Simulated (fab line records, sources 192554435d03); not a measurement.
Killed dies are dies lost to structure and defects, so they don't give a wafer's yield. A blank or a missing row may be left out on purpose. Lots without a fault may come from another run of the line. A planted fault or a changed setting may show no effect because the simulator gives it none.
Split-lot experiment | flow n5_finfet | 7 lots, 21 wafers read, on a route of 1938 steps

THE SPLIT
At N5_PASSIVATION_PASS_ETCH_47 (etches SiNx in CF4/O2, target depth 770 nm, time 385 s), the setting time_s was moved away from the recipe's 385 s on 8 of the 21 wafers read, by -13.1% to +20.7%. The other wafers ran this setting at the recipe's value.

The reading is taken at the split's own step.

THE READING
etch.depth_nm (the simulator's own value, which no gauge read), in nm, at N5_PASSIVATION_PASS_ETCH_47 (etches SiNx in CF4/O2, target depth 770 nm, time 385 s). The file gives no usual value for it. The 13 wafers here that ran the recipe average 770.8 nm, standard deviation 16 nm.

wafer  | tool, chamber at the split | time_s as run, s | against the recipe | etch.depth_nm, nm | against lot-mates on the recipe
L076.3 | rie_diel-01, 2             | 385              | recipe             | 762               | -
L076.4 | rie_diel-01, 1             | 385              | recipe             | 807.9             | -
L076.6 | rie_diel-01, 3             | 411.2            | +6.8%              | 828.3             | +43.3
L080.1 | rie_diel-01, 2             | 385              | recipe             | 776               | -
L080.3 | rie_diel-01, 3             | 334.6            | -13.1%             | 674.9             | -101.1
L080.5 | rie_diel-01, 1             | 334.6            | -13.1%             | 699.3             | -76.7
L081.1 | rie_diel-05, 3             | 385              | recipe             | 776.4             | -
L081.2 | rie_diel-05, 2             | 385              | recipe             | 760.7             | -
L081.4 | rie_diel-05, 2             | 385              | recipe             | 759.5             | -
L084.2 | rie_diel-03, 3             | 431.9            | +12.2%             | 864.7             | +76.7
L084.3 | rie_diel-03, 2             | 385              | recipe             | 789.8             | -
L084.4 | rie_diel-03, 1             | 385              | recipe             | 786.3             | -
L085.1 | rie_diel-05, 3             | 338.3            | -12.1%             | 680.3             | -83.3
L085.2 | rie_diel-05, 2             | 385              | recipe             | 762.9             | -
L085.4 | rie_diel-05, 2             | 385              | recipe             | 764.3             | -
L093.2 | rie_diel-05, 2             | 385              | recipe             | 754.3             | -
L093.3 | rie_diel-05, 0             | 385              | recipe             | 746.2             | -
L093.5 | rie_diel-05, 3             | 464.6            | +20.7%             | 933.7             | +183.5
L095.1 | rie_diel-01, 2             | 420.6            | +9.2%              | 849.9             | +75.2
L095.2 | rie_diel-01, 3             | 385              | recipe             | 774.7             | -
L095.5 | rie_diel-01, 1             | 420.6            | +9.2%              | 882.6             | +107.9

THE FIT
A straight line over all 21 wafers: etch.depth_nm changes by +7.69 nm for each +1% of time_s; r = +0.96; the points scatter about the line by 17 nm.
The same after taking each lot's own level away (the mean of its wafers on the recipe; 21 wafers): +7.78 nm for each +1%; r = +0.97; scatter 15 nm.
On that fit, the largest move of time_s shifts the reading by 1.6e+02 nm.
The lots' own levels span 750.25 to 788.05 nm, that is 2.4 times the standard deviation above.
So the lot-to-lot level changes the slope little: the two slopes agree.
Check: with one of the wafers moved furthest among these (+20.7%) left out of the fit, the line predicts +154 nm for it against its lot-mates. It came out at +183 nm against them.

OTHER SPLITS ON THESE WAFERS
These wafers also went through other splits before the reading. Each is held against what the fit with the lots' levels taken away leaves over:
other split on the same wafers      | wafers away from the commonest value | r with etch.depth_nm (lot level and that fit taken away)
N5_BEOL_M14_COAT_66 spin_rpm        | 8                                    | -0.05
N5_BEOL_M14_EXPOSE_25 dose_mj       | 5                                    | -0.14
N5_BEOL_M15_TRENCH_ETCH_34 bias_w   | 9                                    | +0.10
N5_PASSIVATION_VIA_ETCH_13 source_w | 7                                    | -0.20
N5_PASSIVATION_EXPOSE_41 dose_mj    | 6                                    | -0.18

THE FILE'S OWN FIT
etch.depth_nm changes by +7.84 nm for each +1% of time_s, r = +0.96.
